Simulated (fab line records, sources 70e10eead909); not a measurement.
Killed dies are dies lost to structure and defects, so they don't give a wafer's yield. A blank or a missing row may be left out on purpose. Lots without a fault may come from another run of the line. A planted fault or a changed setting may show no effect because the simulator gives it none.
A struck lot beside a sound one | flow nand_harc | 15 steps out of a route of 1159
Sound: wafers L523.2, L523.4, L523.5. Struck: wafers L514.1, L514.3, L514.4. The cause comes at the end.
At each step with rows: each side's tool, then ch and its chambers, then its first start. Under that, the readings that differ: sound wafers | struck wafers | difference of the means | sigmas: that difference in standard deviations of wafers without a fault.
alike: readings whose means differ by less than 2 such deviations, and words and numbers that are the same on both sides. not compared: withheld readings, readings that some wafer has no value for, bounds like >300 that may hide the same value, and numbers for which the record gives no deviation and whose values overlap.
The two part at a step that has a row with sigmas, a row that says differs or no value, or rows on one side only. Numbers that don't overlap but have no deviation are shown without sigmas and don't part them. A reading that every wafer of one side lacks parts them only if that side has two wafers or more.

first, 8 steps without rows for these wafers: NHARC_A_BONDPAD_HMDS_02 (time 30 s); NHARC_A_BONDPAD_COAT_33 (time 65 s); NHARC_A_BONDPAD_COAT_03 (resist thk 600 nm); NHARC_A_BONDPAD_SOFTBAKE_04 (time 70 s); NHARC_A_BONDPAD_EBR_05; NHARC_A_BONDPAD_EXPOSE_06 (exposes mask A BPAD); NHARC_A_BONDPAD_PEB_07 (peb time 80 s); NHARC_A_BONDPAD_DEVELOP_08 (time 50 s).
NHARC_A_BONDPAD_CD_MEAS_09: target cd 500 nm.
  sound on cd_sem-03 ch 0, day 23 06:45; struck on cd_sem-01 ch 0, day 22 11:08
  alike: cd_nm
NHARC_A_BONDPAD_OVL_MEAS_35:
  sound on overlay-01, day 23 06:51; struck on overlay-01, day 22 11:13
  alike: overlay_x_nm, overlay_y_nm
then, 1 step without rows for these wafers: NHARC_A_BONDPAD_HARDBAKE_10 (time 65 s).
NHARC_A_BONDPAD_DESCUM_11: chemistry O2, time 3 s.
  sound on rie_diel-13 ch 0,1,2, day 23 06:59; struck on rie_diel-03 ch 0,1,3, day 22 11:21
  reading                         | sound          | struck         | difference | sigmas
  showerhead_plenum_p_Torr (Torr) | 1.99 1.88 2.07 | 1.79 1.83 1.91 | -0.14      | -2
  alike: drypump_motor_current_A, oes_product_au, rf_vpp_V, throttle_valve_pct
  not compared: rf_hours_counter_h
NHARC_A_BONDPAD_ETCH_34: etches the open film in N2/H2, target depth 60 nm, overetch 18 nm, time 65.91 s.
  sound on rie_diel-13 ch 2,3, day 23 07:32; struck on rie_diel-03 ch 0,2,3, day 22 11:26
  reading               | sound             | struck            | difference | sigmas
  oes_product_au (a.u.) | 0.999 1.014 1.004 | 0.815 0.832 0.824 | -0.182     | -15
  alike: drypump_motor_current_A, rf_vpp_V, showerhead_plenum_p_Torr, throttle_valve_pct
  not compared: rf_hours_counter_h
NHARC_A_BONDPAD_ETCH_12: etches the open film in CHF3/O2, target depth 220 nm, time 110 s.
  sound on rie_diel-13 ch 1,3; struck on rie_diel-03 ch 0,1,2
  alike: drypump_motor_current_A, oes_product_au, rf_vpp_V, showerhead_plenum_p_Torr, throttle_valve_pct
  not compared: rf_hours_counter_h
NHARC_END_SORT_01:
  sound on prober-02 ch 0, day 24 22:06; struck on prober-01 ch 0, day 23 21:34
  alike: defect_limited_yield, killed_at_array, killed_at_other, killed_at_periphery, killed_dies, killed_open, killed_short, sort_bin_2_pct, sort_bin_3_pct, sort_bin_4_pct, sort_n_pass, sort_rim_yield_pct, sort_yield_pct

WHERE THEY PART
First at NHARC_A_BONDPAD_DESCUM_11; last, within this record, at NHARC_A_BONDPAD_ETCH_34. Later steps at which nothing parts them and some readings are alike: NHARC_A_BONDPAD_ETCH_12, NHARC_END_SORT_01.

WHY: what the simulator had put in
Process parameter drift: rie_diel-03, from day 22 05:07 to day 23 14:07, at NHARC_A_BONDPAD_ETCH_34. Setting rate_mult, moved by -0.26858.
